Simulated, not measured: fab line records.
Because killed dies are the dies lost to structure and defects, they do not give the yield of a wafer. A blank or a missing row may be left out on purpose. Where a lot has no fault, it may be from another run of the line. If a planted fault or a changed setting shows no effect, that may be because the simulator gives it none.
fab line records	flow n5Finfet
record lots=6	wafers=18	lastDay=16
route steps=1938 shown BEOL_M6@1221 PASSIVATION@1936
lots untouched by any fault: they come from a run of this same line in which no faults occurred
startH: hours from the record's opening day to when the first of the lot's shown wafers began	waitH: hours from the lot's prior step to this one	" unchanged from the row above	L1.1+2: a single row standing in for several wafers	- no value, or no start was given	* or withheld: withheld	< > ~ a bound
route shown NAME@n: names a module that has steps shown in the file, with the first one's number in the route	usual: mean and standard deviation over wafers with no fault	same: alike in all rows	chamber/n: place in a boat	sites: the reading at each site	_std_site: standard deviation across them	_edge_site: the outer-site mean with the inner-site mean subtracted	radiusMm: for every site, how far away it sits from the centre of the wafer	mask NAME#n: copy n	behind: the most recent tool/chamber to have shaped the wafer	hold: why the lot was held/for how many hours/how that ended	device: names the non-switching transistor (n, p or np)	end of line: the same wafers' tests at the end of the route	for a step that has no rows: nothing shown but its recipe	killed: not the wafer's yield, but the dies lost to structure and defects at the first sort	map: shows each die of a wafer: x if killed, . if not, _ if none is there
set.NAME: the setting the step ran with; set.NAME@STEP: the setting that earlier step ran with	model.NAME: the simulator's own value behind a step, which no gauge read
certain route steps with their lots: each step a table, each wafer a row
services: when a tool's chamber went out of use (startH, in hours from the record's first day, below 0 if earlier), for how many hours, and the reason
## steps
# step N5_BEOL_M6_COAT_22
# recipe resist=CAR-EUV	spinRpm=1500	resistThkNm=30
# step N5_BEOL_M6_EBR_24
# recipe solvent=PGMEA	ebrWidthMm=1.5
# step N5_BEOL_M6_SOFTBAKE_23
# recipe tempC=110	timeS=60	resist=CAR-EUV
# step N5_BEOL_M6_EXPOSE_25
# recipe maskId=V5	na=0.33	sourceShape=annular	sigmaInner=0.4	sigmaOuter=0.8	polarization=unpolarized	targetCdNm=40	doseMj=45
# step N5_BEOL_M6_PEB_26
# recipe pebTempC=100	pebTimeS=60	resist=CAR-EUV
# step N5_BEOL_M6_DEVELOP_27
# recipe developTimeS=30	developer=TMAH	resist=CAR-EUV	rinseLiquid=surfactantRinse	dry=airSpin	devTempC=23
# step N5_BEOL_M6_CD_MEAS_28
# recipe targetCdNm=40	landingEnergyEv=500	detector=seInlens
# usual cdNm=39.96/0.24
# same landingEnergyEv=500
lot.wafer	tool	chamber	startH	waitH	cdNm
L791.1	cdSem-02	0	177.00	-	40.23
L791.5	"	0	"	"	39.71
L791.6	"	0	"	"	39.62
L799.3	cdSem-03	0	234.79	-	39.82
L799.4	"	0	"	"	39.73
L799.5	"	0	"	"	39.92
L800.3	cdSem-01	0	251.37	-	40.18
L800.5	"	0	"	"	40.19
L800.6	"	0	"	"	40.08
L807.2	cdSem-03	0	273.05	-	40.43
L807.4	"	0	"	"	40.14
L807.6	"	0	"	"	40.49
L811.1	cdSem-03	0	300.69	-	40.14
L811.3	"	0	"	"	39.99
L811.4	"	0	"	"	40.12
L809.3	cdSem-01	0	300.74	-	40.09
L809.4	"	0	"	"	40.23
L809.6	"	0	"	"	40.13
# step N5_BEOL_M6_OVL_MEAS_29
# recipe pointsPerWafer=522
# usual V5_OVL=0.4/0.7
lot.wafer	tool	chamber	startH	waitH	V5_OVL[nm]
L791.1	overlay-02	0	177.03	0.0	1.4
L791.5	"	0	"	"	0.8
L791.6	"	0	"	"	1.4
L799.3	overlay-01	0	234.82	0.0	0.2
L799.4	"	0	"	"	0.6
L799.5	"	0	"	"	1.2
L800.3	overlay-02	0	251.41	0.0	0.3
L800.5	"	0	"	"	-0.2
L800.6	"	0	"	"	0.0
L807.2	overlay-02	0	273.08	0.0	0.6
L807.4	"	0	"	"	0.3
L807.6	"	0	"	"	-0.1
L811.1	overlay-01	0	300.72	0.0	0.6
L811.3	"	0	"	"	0.4
L811.4	"	0	"	"	0.4
L809.3	overlay-02	0	300.78	0.0	0.1
L809.4	"	0	"	"	0.5
L809.6	"	0	"	"	1.2
# step N5_BEOL_M6_INSPECT_30
# recipe mode=adi	inspectInstrument=brightfield
# usual rawDefectCount=445/100
lot.wafer	tool	chamber	startH	waitH	rawDefectCount
L791.1	defectInspect-01	-	177.09	0.1	495
L791.5	"	-	"	"	520
L791.6	"	-	"	"	524
L799.3	defectInspect-02	-	234.87	0.0	452
L799.4	"	-	"	"	612
L799.5	"	-	"	"	532
L800.3	defectInspect-02	-	251.46	0.0	404
L800.5	"	-	"	"	378
L800.6	"	-	"	"	337
L807.2	defectInspect-02	-	273.13	0.0	482
L807.4	"	-	"	"	413
L807.6	"	-	"	"	432
L811.1	defectInspect-02	-	300.78	0.1	475
L811.3	"	-	"	"	440
L811.4	"	-	"	"	454
L809.3	defectInspect-01	-	300.83	0.0	408
L809.4	"	-	"	"	397
L809.6	"	-	"	"	400
# step N5_BEOL_M6_DESCUM_33
# recipe chemistry=O2	timeS=7	sourcePowerW=50	biasPowerW=20	pressureMtorr=20	rfFrequencyHz=2.712e+07	tempC=40	resist=CAR-EUV	o2FlowSccm=225
# usual drypumpMotorCurrentA=5.5/0.45	oesProductAu=0.77/0.077	rfVppV=243.3/1.3	showerheadPlenumPTorr=2.12/0.063	throttleValvePct=20.36/0.2
lot.wafer	tool	chamber	startH	waitH	drypumpMotorCurrentA	oesProductAu	rfHoursCounterH	rfVppV	showerheadPlenumPTorr	throttleValvePct
L791.1	rieDiel-04	0	177.15	0.1	6.1	0.73	171	242.1	2.10	20.78
L791.5	"	3	"	"	6.0	0.71	-	245.4	2.17	20.44
L791.6	"	0	"	"	6.1	0.73	-	241.9	2.10	20.76
L799.3	rieDiel-01	3	234.95	0.1	6.2	0.83	53	243.7	2.20	20.08
L799.4	"	3	"	"	6.2	0.83	-	245.0	2.20	20.08
L799.5	"	0	"	"	5.8	0.75	-	243.7	2.10	20.43
L800.3	rieDiel-03	1	251.49	0.0	5.4	0.74	163	245.4	2.09	20.19
L800.5	"	3	"	"	5.9	0.92	-	244.0	2.16	20.24
L800.6	"	0	"	"	5.3	0.78	-	244.5	2.20	20.24
L807.2	rieDiel-03	0	273.22	0.1	5.3	0.77	134	244.3	2.20	20.26
L807.4	"	3	"	"	5.9	0.91	21	242.4	2.16	20.26
L807.6	"	0	"	"	5.3	0.77	-	245.0	2.20	20.26
L811.1	rieDiel-01	1	301.07	0.3	5.1	0.95	6	244.0	2.16	20.19
L811.3	"	3	"	"	6.2	0.78	80	244.8	2.19	20.15
L811.4	"	0	"	"	5.8	0.73	211	242.6	2.09	20.48
L809.3	rieDiel-03	1	301.13	0.3	5.4	0.72	178	243.2	2.08	20.21
L809.4	"	1	"	"	5.4	0.73	-	242.8	2.08	20.22
L809.6	"	2	"	"	5.2	0.74	-	243.3	2.07	20.32
# step N5_BEOL_M6_ETCH_72
# recipe chemistry=N2/H2	target=underlayer	targetDepthA=65	maskMaterial=CAR-EUV	timeS=5.2	ionEnergyEv=200	pressureMtorr=30	sourceW=840	biasW=150	n2FlowSccm=200	h2FlowSccm=200	ends=cleared
# usual biasW=150.0/0.46	drypumpMotorCurrentA=5.6/0.45	etchRfOnTimeS=5.19/0.12	n2FlowSccm=199.9/0.68	oesProductAu=0.66/0.069	rfFwdPowerW=819.5/2.7	rfVppV=524.5/2.6	showerheadPlenumPTorr=2.56/0.075	throttleValvePct=17.73/0.21
lot.wafer	tool	chamber	startH	waitH	biasW	drypumpMotorCurrentA	etchRfOnTimeS	n2FlowSccm	oesProductAu	rfFwdPowerW	rfHoursCounterH	rfVppV	showerheadPlenumPTorr	throttleValvePct
L791.1	rieDiel-04	0	177.18	0.0	150.2	6.1	5.34	198.3	0.63	816.8	171	525.1	2.53	18.08
L791.5	"	3	"	"	149.7	5.9	5.22	199.5	0.62	814.9	-	527.8	2.61	17.78
L791.6	"	0	"	"	150.5	6.1	5.32	198.2	0.62	818.6	-	524.0	2.53	18.10
L799.3	rieDiel-01	3	234.99	0.0	150.5	6.2	5.07	199.3	0.72	817.7	53	526.9	2.68	17.54
L799.4	"	3	"	"	150.4	6.2	5.07	199.9	0.71	818.7	-	529.0	2.68	17.53
L799.5	"	0	"	"	150.2	5.8	5.32	200.7	0.61	819.6	-	521.4	2.52	17.77
L800.3	rieDiel-03	1	251.53	0.0	150.2	5.4	5.31	199.6	0.63	820.0	163	524.6	2.55	17.72
L800.5	"	3	"	"	150.2	6.0	5.10	200.8	0.78	820.9	-	525.2	2.60	17.55
L800.6	"	0	"	"	150.0	5.4	5.29	198.9	0.67	821.2	-	527.5	2.65	17.50
L807.2	rieDiel-03	0	273.25	0.0	150.3	5.4	5.29	200.7	0.66	822.3	134	527.9	2.65	17.53
L807.4	"	3	"	"	150.4	5.9	5.09	199.6	0.76	819.9	21	526.6	2.60	17.54
L807.6	"	0	"	"	150.7	5.4	5.31	200.3	0.65	824.7	-	526.0	2.65	17.54
L811.1	rieDiel-01	1	301.11	0.0	150.2	5.1	5.00	199.3	0.82	819.4	6	526.6	2.61	17.49
L811.3	"	3	"	"	150.1	6.2	5.15	200.0	0.67	818.3	80	526.8	2.67	17.60
L811.4	"	0	"	"	150.6	5.8	5.33	200.0	0.60	819.6	211	524.0	2.51	17.79
L809.3	rieDiel-03	1	301.17	0.0	150.2	5.4	5.37	200.0	0.61	819.3	178	524.2	2.54	17.74
L809.4	"	1	"	"	150.0	5.4	5.36	199.8	0.62	817.5	-	525.5	2.54	17.73
L809.6	"	2	"	"	149.7	5.2	5.16	199.4	0.63	812.6	-	523.8	2.50	17.68
# step N5_BEOL_M6_ETCH_65
# recipe chemistry=CF4	target=SiARC	targetDepthA=156	maskMaterial=CAR-EUV	timeS=26	ionEnergyEv=80	pressureMtorr=40	sourceW=545	biasW=36	Ar_flow_sccm=100	cf4FlowSccm=100	ends=cleared
# usual biasW=35.98/0.1	cf4FlowSccm=100.01/0.26	drypumpMotorCurrentA=5.5/0.45	etchRfOnTimeS=25.9/0.58	oesProductAu=0.66/0.069	rfFwdPowerW=532.4/1.9	rfVppV=184.1/1.2	showerheadPlenumPTorr=2.16/0.064	throttleValvePct=15.53/0.18
lot.wafer	tool	chamber	startH	waitH	biasW	cf4FlowSccm	drypumpMotorCurrentA	etchRfOnTimeS	oesProductAu	rfFwdPowerW	rfHoursCounterH	rfVppV	showerheadPlenumPTorr	throttleValvePct
L791.1	rieDiel-04	0	177.20	0.0	35.84	99.50	6.1	26.2	0.63	538.4	171	184.1	2.13	15.87
L791.5	"	3	"	"	35.98	99.70	5.9	25.9	0.62	530.2	-	183.6	2.20	15.61
L791.6	"	0	"	"	35.88	100.03	6.1	26.4	0.64	534.5	-	183.9	2.13	15.86
L799.3	rieDiel-01	3	235.01	0.0	36.20	99.93	6.2	24.8	0.72	533.7	53	186.0	2.27	15.48
L799.4	"	3	"	"	36.00	99.49	6.2	24.9	0.72	533.0	-	184.1	2.27	15.48
L799.5	"	0	"	"	35.99	99.83	5.8	25.7	0.63	531.6	-	183.5	2.13	15.54
L800.3	rieDiel-03	1	251.54	0.0	35.99	99.88	5.4	26.8	0.63	531.7	163	183.3	2.13	15.43
L800.5	"	3	"	"	36.14	100.12	5.9	25.2	0.79	530.5	-	184.7	2.20	15.29
L800.6	"	0	"	"	36.08	100.56	5.3	26.3	0.66	532.7	-	185.9	2.23	15.38
L807.2	rieDiel-03	0	273.27	0.0	35.89	100.13	5.3	26.3	0.66	532.3	134	184.1	2.23	15.42
L807.4	"	3	"	"	35.91	99.62	5.9	25.3	0.78	531.3	21	185.6	2.20	15.31
L807.6	"	0	"	"	35.94	99.70	5.3	26.2	0.66	533.2	-	185.1	2.23	15.40
L811.1	rieDiel-01	1	301.13	0.0	35.97	99.80	5.0	25.0	0.83	530.9	7	184.8	2.19	15.18
L811.3	"	3	"	"	36.03	99.55	6.2	25.6	0.68	531.5	80	184.0	2.26	15.54
L811.4	"	0	"	"	36.09	100.33	5.8	26.7	0.60	531.9	211	183.3	2.12	15.60
L809.3	rieDiel-03	1	301.18	0.0	35.88	100.14	5.4	26.7	0.62	534.0	178	184.4	2.13	15.46
L809.4	"	1	"	"	35.94	100.06	5.4	26.6	0.61	532.9	-	184.2	2.13	15.47
L809.6	"	2	"	"	36.04	100.06	5.2	25.5	0.63	534.5	-	183.6	2.13	15.58
# step N5_BEOL_M6_ETCH_66
# recipe chemistry=N2/H2	target=SOC	targetDepthA=800	overetchA=160	maskMaterial=SiARC	tempC=40	timeS=120	ionEnergyEv=200	pressureMtorr=30	sourceW=840	biasW=150	n2FlowSccm=200	h2FlowSccm=200
# usual biasW=150.0/0.42	drypumpMotorCurrentA=5.5/0.45	n2FlowSccm=199.9/0.6	oesProductAu=0.59/0.056	rfFwdPowerW=835.7/2.6	rfVppV=524.4/2.3	showerheadPlenumPTorr=2.56/0.075	throttleValvePct=17.69/0.21
lot.wafer	tool	chamber	startH	waitH	biasW	drypumpMotorCurrentA	n2FlowSccm	oesProductAu	rfFwdPowerW	rfHoursCounterH	rfVppV	showerheadPlenumPTorr	throttleValvePct	model.SiARC_of_BEOL_M6_COAT_64.thkNm	model.BEOL_M6.cdNm
L791.1	rieDiel-04	0	177.23	0.0	151.2	6.1	199.1	0.58	835.6	171	522.0	2.53	18.03	6.6	39.8
L791.5	"	3	"	"	150.0	6.0	200.0	0.55	833.9	-	525.4	2.61	17.75	6.4	39.8
L791.6	"	0	"	"	150.2	6.1	199.5	0.57	837.6	-	522.1	2.53	18.04	6.6	40.2
L799.3	rieDiel-01	3	235.03	0.0	149.6	6.1	199.3	0.62	840.1	53	528.6	2.68	17.50	6.4	39.8
L799.4	"	3	"	"	150.2	6.1	200.0	0.64	844.8	-	528.3	2.68	17.49	6.4	39.8
L799.5	"	0	"	"	150.3	5.8	200.1	0.56	838.6	-	522.6	2.52	17.71	6.6	40
L800.3	rieDiel-03	1	251.57	0.0	150.0	5.4	200.9	0.58	837.8	163	523.6	2.55	17.67	6.4	40.4
L800.5	"	3	"	"	150.3	5.9	199.1	0.70	837.0	-	524.8	2.60	17.50	6.4	40
L800.6	"	0	"	"	149.4	5.3	200.3	0.60	835.9	-	526.7	2.65	17.48	6.6	40
L807.2	rieDiel-03	0	273.30	0.0	149.9	5.3	200.2	0.59	1036.0	134	490.2	2.65	17.49	6	40.6
L807.4	"	3	"	"	149.6	5.9	200.5	0.69	1036.2	21	489.3	2.60	17.50	5.8	40.8
L807.6	"	0	"	"	150.1	5.3	199.8	0.60	1036.3	-	490.3	2.65	17.49	6	40.6
L811.1	rieDiel-01	1	301.15	0.0	150.2	5.1	200.0	0.74	831.5	7	527.1	2.61	17.45	6.2	40.2
L811.3	"	3	"	"	149.8	6.1	200.9	0.61	835.1	80	526.8	2.67	17.54	6.6	39.8
L811.4	"	0	"	"	149.7	5.8	199.5	0.54	833.8	211	523.4	2.51	17.77	6.8	40
L809.3	rieDiel-03	1	301.21	0.0	150.4	5.4	198.8	0.56	1036.1	178	486.4	2.54	17.70	5.8	40.6
L809.4	"	1	"	"	150.5	5.4	199.9	0.57	1035.8	-	486.7	2.54	17.68	5.8	40.8
L809.6	"	2	"	"	149.9	5.2	199.2	0.57	1040.5	-	484.9	2.50	17.63	5.6	41
# step N5_BEOL_M6_STRIP_69
# recipe chemistry=N2/H2	tempC=40	n2FlowSccm=200	h2FlowSccm=200	rfFrequencyHz=6e+07
# step N5_BEOL_M6_STRIP_73
# recipe chemistry=N2/H2	tempC=40	n2FlowSccm=200	h2FlowSccm=200	rfFrequencyHz=6e+07
# step N5_BEOL_M6_VIA_ETCH_34
# recipe chemistry=C4F6/O2	target=SiCOH_lowk	targetDepthA=1263	maskMaterial=SOC	taperDeg=4	timeS=50.9	ionEnergyEv=250	pressureMtorr=30	sourceW=345	biasW=185	Ar_flow_sccm=300	C4F6_flow_sccm=10	O2_flow_sccm=10
# usual biasW=185.0/0.53	drypumpMotorCurrentA=5.5/0.45	oes_f_703_au=0.78/0.086	oesProductAu=0.77/0.078	rfFwdPowerW=341.4/1.6	rfVppV=661/13	showerheadPlenumPTorr=2.87/0.089	throttleValvePct=20.79/0.19
lot.wafer	tool	chamber	startH	waitH	biasW	drypumpMotorCurrentA	oes_f_703_au	oesProductAu	rfFwdPowerW	rfHoursCounterH	rfVppV	showerheadPlenumPTorr	throttleValvePct	model.BEOL_M6.cdNm
L791.1	rieDiel-04	0	177.33	0.0	184.5	6.1	0.75	0.73	343.7	171	660	2.83	21.11	39.8
L791.5	"	3	"	"	185.4	5.9	0.74	0.71	340.6	-	667	2.93	20.86	40
L791.6	"	0	"	"	184.5	6.0	0.75	0.74	344.5	-	660	2.83	21.10	40
L799.3	rieDiel-01	3	235.13	0.0	184.9	6.1	0.85	0.83	343.4	53	646	3.03	20.82	40
L799.4	"	3	"	"	186.2	6.1	0.85	0.83	344.0	-	646	3.03	20.84	40
L799.5	"	0	"	"	183.5	5.8	0.73	0.74	343.8	-	649	2.83	20.80	40
L800.3	rieDiel-03	1	251.67	0.0	185.3	5.4	0.73	0.73	340.7	163	674	2.83	20.59	40.4
L800.5	"	3	"	"	185.7	5.9	0.94	0.91	341.4	-	641	2.92	20.57	40
L800.6	"	0	"	"	185.6	5.4	0.78	0.78	340.8	-	657	2.97	20.67	40
L807.2	rieDiel-03	0	273.40	0.0	185.3	5.3	0.77	0.77	340.9	134	657	2.97	20.67	40.6
L807.4	"	3	"	"	184.1	5.9	0.92	0.90	339.3	21	640	2.91	20.61	40.8
L807.6	"	0	"	"	184.9	5.3	0.77	0.77	342.2	-	657	2.97	20.69	40.6
L811.1	rieDiel-01	1	301.26	0.0	184.2	5.1	1.01	0.97	340.5	7	662	2.92	20.59	40.4
L811.3	"	3	"	"	185.1	6.2	0.81	0.78	342.7	80	645	3.01	20.87	39.8
L811.4	"	0	"	"	185.0	5.8	0.70	0.72	341.4	211	647	2.82	20.85	40
L809.3	rieDiel-03	1	301.31	0.0	185.2	5.4	0.72	0.72	340.3	179	672	2.82	20.59	40.6
L809.4	"	1	"	"	184.7	5.3	0.72	0.73	341.8	-	671	2.82	20.61	40.8
L809.6	"	2	"	"	185.3	5.2	0.75	0.74	341.4	-	661	2.82	20.76	41
# step N5_BEOL_M6_STRIP_76
# recipe chemistry=C4F6/O2	resist=SiARC	rfFrequencyHz=6e+07
# step N5_PASSIVATION_PROBE_49
# usual defectLimitedYield=91.4/1.4	killed_at_M0_to_M3=31/10	killed_at_M4_up=14/5.6	killedAtContacts=13/6.3	killedAtFrontEnd=39/10	killedAtOther=4/3.1	killedDies=101/16	killedOpen=65/13	killedShort=34/7.2	sort_bin_5_function=5.1/0.88	sort_bin_6_memory=3.2/0.66	sortNPass=1079/16	sortYieldPct=91.4/1.4
# same grossDies=1180	killedAtBackSide=0	sort_bin_4_leakage[%]=0	sort_bin_8_speed[%]=0
lot.wafer	tool	chamber	startH	waitH	defectLimitedYield[%]	killed_at_M0_to_M3	killed_at_M4_up	killedAtContacts	killedAtFrontEnd	killedAtOther	killedDies	killedOpen	killedShort	sort_bin_5_function[%]	sort_bin_6_memory[%]	sortNPass	sortYieldPct[%]
L799.3	prober-02	-	325.17	0.1	90.1	51	13	9	39	5	117	73	41	5.6	4.1	1063	90.1
L799.4	prober-02	-	325.22	0.2	91.3	33	8	5	53	4	103	63	39	4.6	3.7	1077	91.3
L799.5	prober-02	-	325.27	0.2	90.4	30	12	11	59	1	113	61	52	6.6	2.5	1067	90.4
# killed by level:class
L799.3 BEOL_M2:geometricParticle:open=17 BEOL_M0_SAQP:geometricParticle:open=14 GATE_CUT:geometricParticle:short=11 MOL_CONTACT_COAG:geometricParticle:open=9 FIN_SAQP:geometricParticle:short=7 FIN_SAQP:geometricParticle:open=7 BEOL_M0_SAQP:geometricParticle:short=6 STI_FIN_REVEAL:geometricParticle:open=5
L799.4 GATE_CUT:geometricParticle:short=13 STI_FIN_REVEAL:geometricParticle:open=11 BEOL_M0_SAQP:geometricParticle:open=11 ILD0:geometricParticle:open=8 BEOL_M0_SAQP:geometricParticle:short=8 BEOL_M2:geometricParticle:open=6 MOL_CONTACT_COAG:geometricParticle:open=5 DUMMY_GATE:geometricParticle:open=4
L799.5 FIN_SAQP:geometricParticle:short=15 FIN_SAQP:geometricParticle:open=11 GATE_CUT:geometricParticle:short=11 MOL_CONTACT_COAG:geometricParticle:open=9 BEOL_M0_SAQP:geometricParticle:short=9 BEOL_M0_SAQP:geometricParticle:open=7 BEOL_M3:geometricParticle:open=6 STI_FIN_REVEAL:geometricParticle:open=4
## services
tool	chamber	startH	hours	kind
rieDiel-04	1	161.52	5.3	repair
rieDiel-03	3	180.27	-	clean
rieDiel-03	3	180.27	-	consumableReplace:focusRing
rieDiel-03	3	180.27	28.1	scheduledDown
rieDiel-03	3	180.27	28.1	ventCycle
rieDiel-01	3	191.98	14.3	repair
rieDiel-04	2	210.28	-	clean
rieDiel-04	2	210.28	-	consumableReplace:focusRing
rieDiel-04	2	210.28	22.0	scheduledDown
rieDiel-04	2	210.28	22.0	ventCycle
rieDiel-03	-	211.67	1.7	repair
rieDiel-01	1	257.44	-	clean
rieDiel-01	1	257.44	-	consumableReplace:focusRing
rieDiel-01	1	257.44	24.3	scheduledDown
rieDiel-01	1	257.44	24.3	ventCycle
rieDiel-04	1	287.30	4.7	repair
rieDiel-03	3	291.56	6.8	repair
rieDiel-04	3	292.69	-	clean
rieDiel-04	3	292.69	-	consumableReplace:focusRing
rieDiel-04	3	292.69	16.7	scheduledDown
rieDiel-04	3	292.69	16.7	ventCycle
rieDiel-03	-	293.56	1.1	repair
rieDiel-03	0	296.71	5.3	repair
## key
firstSign step=N5_BEOL_M6_ETCH_66	reading=rfFwdPowerW	direction=up	sigmas=76	usual=*	struck=*
effect step=N5_BEOL_M6_ETCH_66	reading=rfVppV	direction=down	sigmas=16	usual=524.4	struck=488.0
modelEffect step=N5_BEOL_M6_ETCH_66	value=SiARC_of_BEOL_M6_COAT_64.thkNm	without=6.5	struck=5.833
modelEffect step=N5_BEOL_M6_VIA_ETCH_34	value=BEOL_M6.cdNm	without=40.23	struck=40.73
metAt N5_BEOL_M6_ETCH_66
struckWafers L807.2,L807.4,L807.6,L809.3,L809.4,L809.6
onsetBetween 251.57 273.30
fault kind=processParameterDrift	tool=rieDiel-03	chamber=-	onsetH=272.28	steps=N5_BEOL_M6_ETCH_66	channel=sourceW	offset=201.6	shape=step	endH=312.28	actsIn=theseRecipesOnly	stated=840
